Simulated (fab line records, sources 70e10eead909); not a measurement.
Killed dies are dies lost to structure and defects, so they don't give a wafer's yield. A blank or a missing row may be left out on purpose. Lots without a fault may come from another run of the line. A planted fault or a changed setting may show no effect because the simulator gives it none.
fab line records | flow nand_harc
record lots=12 wafers=36 last_day=24
route steps=1159 shown A_BONDPAD@1084 THIN_TSV@1120 END@1159
lots that met no fault: from a run of the same line without faults
start_h: hours from the record's first day to the start of the lot's first wafer shown | wait_h: hours since the lot's step before | " the same as in the row above | L1.1+2: a row that stands for several wafers | - no value, or no start given | * or withheld: withheld | < > ~ a bound
route shown NAME@n: a module of which the file shows steps, and the number in the route of the first | usual: mean/standard deviation of fault-free wafers | same: alike in all rows | chamber/n: place in a boat | sites: the reading at each site | _std_site: their standard deviation | _edge_site: outer sites' mean less inner sites' | radius_mm: how far each site lies from the wafer's centre | mask NAME#n: copy n | behind: the tool/chamber that last shaped the wafer | hold: why the lot was held/for how many hours/how that ended | device: the transistor (n, p or np) that didn't switch | end of line: the same wafers' tests at the end of the route | a step without rows: its recipe alone | killed: dies lost to structure and defects at the first sort, not the wafer's yield | map: a wafer's dies, x killed, . not, _ none there
set.NAME: the setting as run; set.NAME@STEP: as run at that earlier step | model.NAME: the simulator's own value behind a step, which no gauge read
steps of the route over a sample of lots; a table a step, a row a wafer
services: from which hour (start_h, from the record's first day; less than 0 if before it) a tool's chamber was out of use, for how many hours, and why
## steps
# step NHARC_A_BONDPAD_PVD_17
# recipe target_thk_a=50 bias_v=168.6 power_w=15000 chamber_pressure_pa=0.12 time_s=8.06 substrate_temp_c=50 material=TaN
# usual throttle_valve_pct=30.1/1.4
# columns lot.wafer tool chamber start_h wait_h throttle_valve_pct
L270.3 pvd_sputter-01 - - - 29.9
L270.1 " - " " 31.6
L270.5 " - " " 29.7
L271.1 pvd_sputter-01 - - - 29.6
L271.4 " - " " 27.8
L271.6 " - " " 29.9
L276.1 pvd_sputter-01 - - - 29.3
L276.3 " - " " 31.5
L276.5 " - " " 29.9
L273.4 pvd_sputter-02 - - - 32.6
L273.3 " - " " 29.8
L273.6 " - " " 32.7
L277.4 pvd_sputter-03 - - - 29.3
L277.3 " - " " 30.8
L277.2 " - " " 31.1
L274.3 pvd_sputter-02 - - - 32.8
L274.2 " - " " 30.0
L274.6 " - " " 32.8
L278.3 pvd_sputter-02 - - - 32.8
L278.2 " - " " 29.1
L278.5 " - " " 32.7
L279.1 pvd_sputter-02 - - - 28.9
L279.6 " - " " 29.2
L279.5 " - " " 30.1
L281.3 pvd_sputter-01 - - - 30.0
L281.4 " - " " 29.2
L281.1 " - " " 27.7
L288.4 pvd_sputter-01 - - - 27.6
L288.2 " - " " 29.1
L288.5 " - " " 27.5
L292.4 pvd_sputter-02 - - - 28.9
L292.3 " - " " 30.1
L292.1 " - " " 33.0
L290.1 pvd_sputter-02 - - - 29.8
L290.4 " - " " 29.7
L290.5 " - " " 30.1
# step NHARC_A_BONDPAD_PVD_27
# recipe target_thk_a=300 chamber_pressure_pa=5 power_w=5000 substrate_temp_c=30 time_s=20.49 material=Cu
# usual throttle_valve_pct=29.9/1.4
# columns lot.wafer tool chamber start_h wait_h throttle_valve_pct
L270.3 pvd_sputter-01 - - - 29.6
L270.1 " - " " 28.7
L270.5 " - " " 31.4
L271.4 pvd_sputter-01 - - - 31.6
L271.1 " - " " 29.9
L271.6 " - " " 27.7
L276.1 pvd_sputter-01 - - - 29.8
L276.3 " - " " 27.4
L276.5 " - " " 29.2
L273.3 pvd_sputter-02 - - - 32.7
L273.4 " - " " 28.9
L273.6 " - " " 32.7
L277.2 pvd_sputter-03 - - - 30.8
L277.4 " - " " 28.9
L277.3 " - " " 31.3
L274.2 pvd_sputter-02 - - - 28.8
L274.3 " - " " 29.7
L274.6 " - " " 29.1
L278.3 pvd_sputter-02 - - - 32.6
L278.2 " - " " 29.5
L278.5 " - " " 29.9
L279.1 pvd_sputter-02 - - - 29.0
L279.5 " - " " 29.9
L279.6 " - " " 29.0
L281.1 pvd_sputter-01 - - - 27.7
L281.3 " - " " 31.6
L281.4 " - " " 29.2
L288.4 pvd_sputter-01 - - - 31.6
L288.2 " - " " 29.7
L288.5 " - " " 29.9
L292.4 pvd_sputter-02 - - - 28.9
L292.1 " - " " 29.9
L292.3 " - " " 29.7
L290.1 pvd_sputter-02 - - - 30.1
L290.4 " - " " 33.1
L290.5 " - " " 29.0
# step NHARC_THIN_TSV_ETCH_15
# recipe target_depth_a=30000 bosch_target_overetch_cycles=2 bosch_etch_step_s=2.8 bosch_dep_step_s=1.2 bosch_cycles=14
# usual drypump_motor_current_A=5.9/0.41
# same bosch_dep_step_s=1.2
# columns lot.wafer tool chamber start_h wait_h drypump_motor_current_A rf_hours_counter_h
L270.1 rie_si-04 0 427.83 - 6.4 1.4
L270.3 " 1 " " 6.0 1.4
L270.5 " 0 " " 6.4 -
L271.1 rie_si-02 2 434.34 - 5.0 0.4
L271.4 " 3 " " 6.1 0.3
L271.6 " 0 " " 6.3 -
L276.1 rie_si-06 3 445.26 0.7 5.7 0.6
L276.3 " 1 " " 5.7 0.6
L276.5 " 2 " " 5.6 -
L273.3 rie_si-02 3 451.55 - 6.1 0.4
L273.4 " 1 " " 5.8 -
L273.6 " 3 " " 6.1 -
L274.3 rie_si-04 2 462.69 - 5.3 0.0
L274.2 " 3 " " 6.6 0.0
L274.6 " 1 " " 6.0 -
L277.2 rie_si-06 2 463.77 - 5.6 0.8
L277.3 " 3 " " 5.7 0.8
L277.4 " 0 " " 5.8 0.7
L278.3 rie_si-06 0 471.02 - 5.8 0.8
L278.2 " 2 " " 5.6 0.8
L278.5 " 0 " " 5.8 -
L279.1 rie_si-04 3 486.54 - 6.6 0.2
L279.6 " 2 " " 5.3 -
L279.5 " 3 " " 6.6 -
L281.3 rie_si-06 2 504.34 - 5.6 1.1
L281.1 " 0 " " 5.8 1.1
L281.4 " 1 " " 5.7 1.2
L288.2 rie_si-02 1 525.97 - 5.7 1.4
L288.4 " 2 " " 5.0 1.0
L288.5 " 1 " " 5.8 -
L292.1 rie_si-02 3 546.27 - 6.1 1.3
L292.4 " 0 " " 6.3 1.5
L292.3 " 2 " " 5.0 1.1
L290.4 rie_si-04 1 551.73 - 6.0 0.7
L290.1 " 0 " " 6.4 0.7
L290.5 " 2 " " 5.4 -
# step NHARC_THIN_TSV_DESCUM_35
# recipe time_s=3 o2_flow_sccm=200 ar_flow_sccm=0 bias_power_w=0 chemistry=O2
# usual drypump_motor_current_A=5.7/0.43 oes_product_au=1.001/0.014 rf_vpp_V=57.8/0.78 showerhead_plenum_p_Torr=1.94/0.068 throttle_valve_pct=11.312/0.0092
# columns lot.wafer tool chamber start_h wait_h drypump_motor_current_A oes_product_au rf_hours_counter_h rf_vpp_V showerhead_plenum_p_Torr throttle_valve_pct
L270.3 rie_diel-08 2 434.48 - 5.1 1.008 9 58.0 1.91 11.313
L270.1 " 1 " " 5.4 0.994 10 56.2 1.83 11.330
L270.5 " 0 " " 6.3 1.015 - 57.4 1.94 11.298
L271.1 rie_diel-08 1 439.85 - 5.3 1.009 11 57.5 1.83 11.304
L271.4 " 1 " " 5.3 0.998 - 57.9 1.83 11.308
L271.6 " 2 " " 5.1 1.012 - 57.6 1.91 11.309
L276.3 rie_diel-09 3 450.53 - 6.3 0.987 1 59.1 2.02 11.310
L276.1 " 0 " " 5.2 1.010 1 58.0 1.95 11.288
L276.5 " 0 " " 5.2 1.004 - 58.6 1.95 11.314
L273.3 rie_diel-04 3 457.08 - 5.6 0.990 18 57.4 2.00 11.320
L273.4 " 0 " " 5.9 0.994 18 57.9 2.04 11.312
L273.6 " 2 " " 6.0 0.999 - 58.3 2.00 11.312
L274.3 rie_diel-09 2 468.35 - 5.9 1.004 1 56.5 1.85 11.314
L274.2 " 1 " " 5.7 1.013 1 57.4 1.99 11.307
L274.6 " 3 " " 6.3 0.993 - 58.3 2.02 11.305
L277.2 rie_diel-09 3 469.60 - 6.3 0.992 2 59.2 2.02 11.322
L277.3 " 1 " " 5.7 0.997 1 58.3 1.99 11.313
L277.4 " 1 " " 5.6 0.996 - 57.8 1.99 11.322
L278.3 rie_diel-08 3 476.37 - 5.2 1.004 12 58.0 1.89 11.312
L278.2 " 0 " " 6.3 1.002 4 56.3 1.94 11.318
L278.5 " 0 " " 6.3 1.009 - 58.4 1.94 11.313
L279.1 rie_diel-04 0 491.79 - 5.9 1.000 2 58.9 2.04 11.309
L279.5 " 0 " " 5.9 0.997 - 58.0 2.04 11.315
L279.6 " 1 " " 5.7 0.983 - 56.4 1.84 11.313
L281.3 rie_diel-09 0 509.57 - 5.2 1.006 4 57.8 1.95 11.326
L281.1 " 1 " " 5.6 0.998 3 58.2 1.99 11.310
L281.4 " 1 " " 5.6 1.002 - 57.7 1.99 11.314
L288.4 rie_diel-08 1 531.27 - 5.4 1.008 4 57.2 1.83 11.321
L288.2 " 3 " " 5.2 1.018 4 57.8 1.89 11.312
L288.5 " 0 " " 6.3 0.995 - 58.2 1.94 11.317
L292.4 rie_diel-04 2 551.39 - 6.0 1.001 8 58.9 2.00 11.326
L292.3 " 3 " " 5.6 1.013 9 58.6 1.99 11.310
L292.1 " 0 " " 5.9 0.987 9 58.1 2.03 11.307
L290.1 rie_diel-04 1 557.09 - 5.8 0.981 8 55.0 1.84 11.314
L290.4 " 1 " " 5.7 0.985 - 57.4 1.84 11.304
L290.5 " 3 " " 5.6 1.021 - 57.1 1.99 11.318
# step NHARC_END_SORT_01
# recipe temp_c=25
# usual defect_limited_yield=95.2/1.6 killed_at_array=29/11 killed_at_other=0.5/0.89 killed_at_periphery=3.3/2 killed_dies=32/11 killed_open=3.1/1.9 killed_short=2.3/1.6 sort_bin_2_pct=1.5/0.71 sort_bin_3_pct=0.30/0.22 sort_bin_4_pct=3.0/1.1 sort_n_pass=645/11 sort_rim_yield_pct=97.3/1.8 sort_yield_pct=95.2/1.6
# same gross_dies=677 sort_bin_5_pct[%]=0 sort_bin_6_pct[%]=0 sort_bin_7_pct[%]=0 sort_bin_8_pct[%]=0 sort_rim_n_gross=106.00
# columns lot.wafer tool chamber start_h wait_h defect_limited_yield[%] killed_at_array killed_at_other killed_at_periphery killed_dies killed_open killed_short sort_bin_2_pct[%] sort_bin_3_pct[%] sort_bin_4_pct[%] sort_n_pass sort_rim_yield_pct[%] sort_yield_pct[%]
L276.1 prober-02 0 460.93 2.5 96.6 15 1 7 23 3 4 0.7 0.30 2.4 654 100.0 96.6
L276.3 prober-02 0 462.50 3.1 97.6 12 0 4 16 3 1 0.4 0.15 1.8 661 98.1 97.6
L276.5 prober-02 0 464.08 3.7 98.1 9 1 3 13 2 2 0.1 0.30 1.5 664 99.1 98.1
L273.3 prober-01 0 467.16 3.1 94.8 32 0 3 35 4 3 1.8 0.30 3.1 642 98.1 94.8
L273.4 prober-01 0 467.95 3.4 95.6 24 0 6 30 2 2 1.5 0.59 2.4 647 99.1 95.6
L273.6 prober-01 0 469.54 4.0 95.4 28 0 3 31 0 2 1.8 0.44 2.4 646 98.1 95.4
L277.2 prober-02 0 479.19 2.8 92.6 42 0 8 50 4 3 2.7 0.30 4.4 627 94.3 92.6
L277.3 prober-02 0 479.98 3.1 94.2 33 3 3 39 0 1 1.5 0.44 3.8 638 96.2 94.2
L277.4 prober-02 0 480.78 3.4 93.4 44 0 1 45 2 1 1.9 0.44 4.3 632 96.2 93.4
L274.2 prober-01 0 479.19 2.8 95.0 31 1 2 34 3 1 1.6 0.59 2.8 643 97.2 95.0
L278.2 prober-02 0 487.02 2.8 95.7 27 1 1 29 2 4 1.0 0.44 2.8 648 97.2 95.7
L278.3 prober-02 0 487.82 3.1 88.8 29 46 1 76 2 2 5.3 1.92 4.0 601 84.9 88.8
L278.5 prober-02 0 489.42 3.7 88.9 34 39 2 75 4 2 3.7 1.77 5.6 602 84.0 88.9
L279.1 prober-01 0 501.60 2.5 96.9 13 1 7 21 3 2 0.9 0 2.2 656 95.3 96.9
L279.5 prober-01 0 504.79 3.7 96.6 16 2 5 23 8 3 0.9 0 2.5 654 97.2 96.6
L279.6 prober-01 0 505.59 4.0 97.3 15 0 3 18 4 5 0.6 0.15 1.9 659 98.1 97.3
L281.1 prober-01 0 518.90 2.5 88.5 39 34 5 78 0 5 3.8 2.22 5.5 599 82.1 88.5
L281.3 prober-01 0 520.50 3.1 94.8 34 0 1 35 2 2 2.1 0 3.1 642 91.5 94.8
L281.4 prober-01 0 521.31 3.4 95.1 30 0 3 33 3 4 1.8 0.15 3.0 644 96.2 95.1
# killed by level:class
L276.1 P_BONDPAD:chamber_film_flake=3 A_CHANNEL_HOLE_D1:chamber_film_flake=3 A_STAIRCASE:chamber_film_flake=3 A_M0:geometric_particle:short=2 A_ZERO_WELL:chamber_film_flake=2 P_GATE:geometric_particle:short=1 P_M0:geometric_particle:short=1 A_CHANNEL_FILL_D1:geometric_particle:open=1
L276.3 A_CHANNEL_HOLE_D1:chamber_film_flake=5 P_ZERO_WELL:chamber_film_flake=3 A_STAIRCASE:chamber_film_flake=2 A_CHANNEL_HOLE_D1:geometric_particle:open=1 A_CHANNEL_FILL_D1:geometric_particle:open=1 A_CHANNEL_FILL_D1:geometric_particle:short=1 A_M0:geometric_particle:open=1 P_BONDPAD:chamber_film_flake=1
L276.5 A_CHANNEL_HOLE_D1:chamber_film_flake=4 P_GATE:geometric_particle:short=1 A_WL_FILL:geometric_particle:short=1 A_M1:geometric_particle:open=1 STARTING-WAFER:geometric_particle:open=1 P_STI:chamber_film_flake=1 P_M1:chamber_film_flake=1 A_CHANNEL_FILL_D1:chamber_film_flake=1
L273.3 A_CHANNEL_HOLE_D1:chamber_film_flake=13 A_CONTACT:chamber_film_flake=7 A_ONON_D1:geometric_particle:short=2 A_M0:geometric_particle:open=2 A_STAIRCASE:chamber_film_flake=2 P_GATE:geometric_particle:open=1 A_CHANNEL_FILL_D1:geometric_particle:short=1 A_WL_FILL:geometric_particle:open=1
L273.4 A_CHANNEL_HOLE_D1:chamber_film_flake=13 A_CONTACT:chamber_film_flake=7 P_GATE:chamber_film_flake=3 A_CONTACT:geometric_particle:short=2 P_CONTACT:geometric_particle:open=1 P_M0:geometric_particle:open=1 P_CONTACT:chamber_film_flake=1 A_ZERO_WELL:chamber_film_flake=1
L273.6 A_CHANNEL_HOLE_D1:chamber_film_flake=13 A_CONTACT:chamber_film_flake=10 P_CONTACT:chamber_film_flake=2 A_STAIRCASE:chamber_film_flake=2 A_CHANNEL_FILL_D1:geometric_particle:short=1 A_CONTACT:geometric_particle:short=1 P_GATE:chamber_film_flake=1 A_ZERO_WELL:chamber_film_flake=1
L277.2 A_CHANNEL_HOLE_D1:chamber_film_flake=16 A_SLIT:chamber_film_flake=9 A_CONTACT:chamber_film_flake=4 P_GATE:chamber_film_flake=3 A_STAIRCASE:chamber_film_flake=3 P_BONDPAD:chamber_film_flake=2 A_SGD_CUT:chamber_film_flake=2 P_CONTACT:geometric_particle:short=1
L274.2 A_CHANNEL_HOLE_D1:chamber_film_flake=13 A_SLIT:chamber_film_flake=8 A_STAIRCASE:chamber_film_flake=4 P_STI:geometric_particle:open=1 P_M0:geometric_particle:open=1 A_SGD_CUT:geometric_particle:short=1 A_BLC:geometric_particle:open=1 A_CHANNEL_FILL_D1:chamber_film_flake=1
L277.3 A_SLIT:chamber_film_flake=15 A_CHANNEL_HOLE_D1:chamber_film_flake=10 A_SGD_CUT:chamber_film_flake=3 THIN_TSV:chamber_film_flake=3 A_STAIRCASE:chamber_film_flake=2 A_CONTACT:chamber_film_flake=2 P_CONTACT:geometric_particle:short=1 P_ZERO_WELL:chamber_film_flake=1
L277.4 A_CHANNEL_HOLE_D1:chamber_film_flake=19 A_SLIT:chamber_film_flake=12 A_STAIRCASE:chamber_film_flake=5 A_CHANNEL_FILL_D1:chamber_film_flake=2 A_WL_FILL:chamber_film_flake=2 A_CONTACT:geometric_particle:short=1 A_CONTACT:geometric_particle:open=1 A_M0:geometric_particle:open=1
L278.2 A_CHANNEL_HOLE_D1:chamber_film_flake=16 A_CONTACT:chamber_film_flake=3 A_CONTACT:geometric_particle:short=2 A_WL_FILL:chamber_film_flake=2 A_SOURCE_PLATE:geometric_particle:short=1 A_SOURCE_PLATE:geometric_particle:open=1 A_ONON_D1:geometric_particle:short=1 A_CHANNEL_HOLE_D1:geometric_particle:open=1
L278.3 THIN_TSV:unspecified=44 A_CHANNEL_HOLE_D1:chamber_film_flake=18 A_WL_FILL:chamber_film_flake=3 A_CONTACT:chamber_film_flake=3 A_WL_FILL:geometric_particle:short=2 A_STAIRCASE:chamber_film_flake=2 THIN_TSV:chamber_film_flake=2 P_M0:geometric_particle:open=1
L278.5 THIN_TSV:unspecified=39 A_CHANNEL_HOLE_D1:chamber_film_flake=24 A_CONTACT:chamber_film_flake=3 A_CONTACT:geometric_particle:open=2 A_WL_FILL:chamber_film_flake=2 P_STI:geometric_particle:open=1 P_M2:geometric_particle:open=1 A_ONON_D1:geometric_particle:short=1
L279.1 A_CONTACT:chamber_film_flake=5 P_M2:chamber_film_flake=4 A_BLC:geometric_particle:open=2 P_STI:chamber_film_flake=2 A_STAIRCASE:chamber_film_flake=2 A_WL_FILL:geometric_particle:open=1 A_CONTACT:geometric_particle:short=1 A_M1:geometric_particle:short=1
L279.5 A_CHANNEL_HOLE_D1:chamber_film_flake=3 A_CONTACT:chamber_film_flake=3 A_WL_FILL:geometric_particle:short=2 P_CONTACT:chamber_film_flake=2 P_M2:chamber_film_flake=2 THIN_TSV:chamber_film_flake=2 P_M0:geometric_particle:open=1 A_ONON_D1:geometric_particle:open=1
L279.6 A_CHANNEL_HOLE_D1:chamber_film_flake=3 A_CONTACT:chamber_film_flake=2 P_M2:chamber_film_flake=2 P_M0:geometric_particle:open=1 A_ONON_D1:geometric_particle:short=1 A_CHANNEL_HOLE_D1:geometric_particle:short=1 A_CHANNEL_FILL_D1:geometric_particle:open=1 A_WL_FILL:geometric_particle:short=1
L281.1 THIN_TSV:unspecified=34 A_SLIT:chamber_film_flake=17 A_CHANNEL_HOLE_D1:chamber_film_flake=12 P_GATE:chamber_film_flake=2 A_STAIRCASE:chamber_film_flake=2 A_WL_FILL:chamber_film_flake=2 A_CONTACT:chamber_film_flake=2 P_M0:geometric_particle:short=1
L281.3 A_SLIT:chamber_film_flake=13 A_CHANNEL_HOLE_D1:chamber_film_flake=8 A_STAIRCASE:chamber_film_flake=5 A_CONTACT:chamber_film_flake=5 A_WL_FILL:geometric_particle:short=2 P_CONTACT:geometric_particle:open=1 A_BLC:geometric_particle:open=1
L281.4 A_SLIT:chamber_film_flake=13 A_CHANNEL_HOLE_D1:chamber_film_flake=9 A_CHANNEL_FILL_D1:geometric_particle:short=3 A_CHANNEL_FILL_D1:geometric_particle:open=2 P_M0:geometric_particle:open=1 A_WL_FILL:geometric_particle:short=1 P_CONTACT:chamber_film_flake=1 P_M2:chamber_film_flake=1
## services
# columns tool chamber start_h hours kind
pvd_sputter-02 - 392.03 10.0 pm
rie_si-02 1 392.55 5.7 repair
rie_diel-08 2 402.20 1.2 repair
rie_diel-08 0 425.46 6.6 repair
rie_diel-04 3 425.97 5.8 repair
rie_diel-09 1 430.03 19.6 repair
rie_diel-09 0 430.36 10.3 repair
rie_diel-08 3 430.41 19.8 repair
rie_diel-09 - 431.14 9.0 pm
rie_diel-08 - 441.94 10.0 repair
rie_si-02 2 444.61 29.1 repair
rie_si-04 - 453.00 9.0 pm
rie_diel-09 0 457.27 26.5 repair
pvd_sputter-01 - 460.96 2.0 repair
pvd_sputter-02 - 462.66 7.2 repair
rie_diel-04 1 464.48 17.6 repair
rie_diel-04 - 465.90 9.0 pm
rie_diel-09 - 466.14 0.7 repair
rie_diel-08 - 479.21 9.0 pm
rie_si-06 0 490.43 9.6 repair
rie_diel-08 - 503.40 0.2 repair
rie_diel-09 2 508.84 17.0 repair
pvd_sputter-01 - 514.00 10.0 pm
pvd_sputter-02 - 546.82 19.6 repair
## key
first_sign step=NHARC_END_SORT_01 reading=killed_at_other direction=up sigmas=39 usual=0.5 struck=39.7
effect step=NHARC_END_SORT_01 reading=killed_dies direction=up sigmas=3.9 usual=32 struck=76
more_kills_born_at NHARC_THIN_TSV_ETCH_15@rie_si-06=117
met_at NHARC_THIN_TSV_ETCH_15
struck_lots L278,L281
struck_wafers L278.3,L278.5,L281.1
not_acting_at NHARC_A_BONDPAD_PVD_17,NHARC_A_BONDPAD_PVD_27,NHARC_THIN_TSV_DESCUM_35
onset_between 463.77 471.02
fault kind=chamber_particle_source tool=rie_si-06 chamber=0 onset_h=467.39 steps=NHARC_THIN_TSV_ETCH_15 rate_per_visit_cm2=0.60522 end_h=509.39
